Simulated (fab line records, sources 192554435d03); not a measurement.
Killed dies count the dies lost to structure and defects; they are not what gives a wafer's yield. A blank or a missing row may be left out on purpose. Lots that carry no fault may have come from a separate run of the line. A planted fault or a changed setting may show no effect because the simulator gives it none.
Chamber matching / flow n5Finfet / rieDiel-04 running N5_BEOL_M0_SAQP_ETCH_83: 4 sister chambers
The step etches SiARC in CF4, target depth 39 nm, time 65 s. 4 wafers are shown with their chamber, then 8 later ones without.

== WAFERS, EACH WITH ITS CHAMBER ==
wafer=L091.3; chamber=3; drypumpMotorCurrentA (A)=6.0
wafer=L091.4; chamber=0; drypumpMotorCurrentA (A)=6.3
wafer=L091.6; chamber=2; drypumpMotorCurrentA (A)=4.7
wafer=L092.4; chamber=1; drypumpMotorCurrentA (A)=5.4

== WAFERS WITHOUT THEIR CHAMBER ==
wafer=L092.5; drypumpMotorCurrentA (A)=6.0
wafer=L092.6; drypumpMotorCurrentA (A)=4.8
wafer=L093.1; drypumpMotorCurrentA (A)=6.3
wafer=L093.4; drypumpMotorCurrentA (A)=4.8
wafer=L093.6; drypumpMotorCurrentA (A)=4.8
wafer=L094.1; drypumpMotorCurrentA (A)=4.8
wafer=L094.2; drypumpMotorCurrentA (A)=5.3
wafer=L094.3; drypumpMotorCurrentA (A)=6.3

== WHICH CHAMBER EACH ONE RAN IN ==
wafer=L092.5; from the rows above=3; in truth=3
wafer=L092.6; from the rows above=2; in truth=2
wafer=L093.1; from the rows above=0; in truth=0
wafer=L093.4; from the rows above=2; in truth=2
wafer=L093.6; from the rows above=2; in truth=2
wafer=L094.1; from the rows above=2; in truth=2
wafer=L094.2; from the rows above=1; in truth=1
wafer=L094.3; from the rows above=0; in truth=0
Placed correctly: 8 of 8. Number that these rows cannot place: 0. Placed wrongly: 0.
How it was worked out, from the rows above alone: a wafer's distance from a chamber is the root of the sum, over the readings, of the square of ((its reading less the chamber's mean) divided by the reading's scatter). If the next closest chamber is less than 2 further off than the closest, the wafer can't be placed; otherwise it belongs to the closest. For every chamber, the mean is computed from those of its wafers that are shown. The scatter: with one shown wafer a chamber, the root of the mean of the squares of how far each hidden wafer lies from its nearest shown one.
